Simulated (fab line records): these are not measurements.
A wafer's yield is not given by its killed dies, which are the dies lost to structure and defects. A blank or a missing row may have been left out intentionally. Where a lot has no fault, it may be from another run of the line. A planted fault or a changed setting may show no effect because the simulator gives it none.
A single fault, viewed from 2 desks | flow nand harc | each desk has only its own numbers; what lay behind them comes last

THE METROLOGY DESK
What the gauges read, lot by lot, whatever tool the lot ran on: means of the sampled wafers that have a number. A lot is out of limits, marked OUT, if its mean lies more than 4 standard deviations from the usual mean; the brackets give that distance.
Columns: A = cd nm at NHARC_P_GATE_CD_MEAS_59, usual 719.7 nm
lot  | first seen here | A
L281 | day 6 01:47     | 722.2
L282 | day 6 15:48     | 720.0
L285 | day 7 18:59     | 715.2
L286 | day 7 19:40     | 719.8
L289 | day 9 05:41     | 720.8
L291 | day 10 08:29    | 711.9
L292 | day 10 17:49    | 718.4
L294 | day 11 22:40    | 711.9
L300 | day 14 02:39    | 723.1
L302 | day 14 14:17    | 720.9
L303 | day 15 02:08    | 720.6
This desk's finding: nothing out of limits on any of the 11 lots.

DESK OF THE TOOL OWNER: litho track-02
The tool's own readings at NHARC_P_GATE_PEB_57 (peb time 85 s): means of the sampled wafers that have a number, for each lot that ran on this tool. A lot is out of limits, marked OUT, if its mean lies more than 4 standard deviations from the usual mean; the brackets give that distance.
Columns: A = heater power total W at NHARC_P_GATE_PEB_57, usual 163.97 W; B = plate temp C at NHARC_P_GATE_PEB_57, usual 117.98 C
lot  | first seen here | A                | B
L282 | day 6 15:43     | 164.24           | 118.19
L286 | day 7 19:34     | 163.87           | 117.84
L291 | day 10 08:23    | 156.62 (-28) OUT | 113.78 (-28) OUT
L294 | day 11 22:35    | 156.74 (-28) OUT | 113.72 (-28) OUT
L302 | day 14 14:12    | 163.96           | 118.00
L303 | day 15 02:02    | 164.03           | 117.95
Finding of this desk: L291, L294 out of limits; the first was L291 at day 10 08:23, on heater power total W at NHARC_P_GATE_PEB_57. L282, L286, L302, L303 stayed within limits.

ALL TOGETHER
An alarm could have come from the tool owner's desk at day 10 08:23, on L291, L294.
Nothing out of limits was seen by the metrology desk.
The metrology desk holds a record of L291, L294, inside its limits.
On litho track-02, each named lot ran NHARC_P_GATE_PEB_57.

WHAT THE SIMULATOR HAD PUT IN
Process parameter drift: litho track-02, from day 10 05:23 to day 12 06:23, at NHARC_P_GATE_PEB_57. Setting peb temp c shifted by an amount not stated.
Lots struck among those shown: L291, L294.
Time in hours from fault onset to the first out-of-limits reading at each desk: the tool owner's desk, 3.
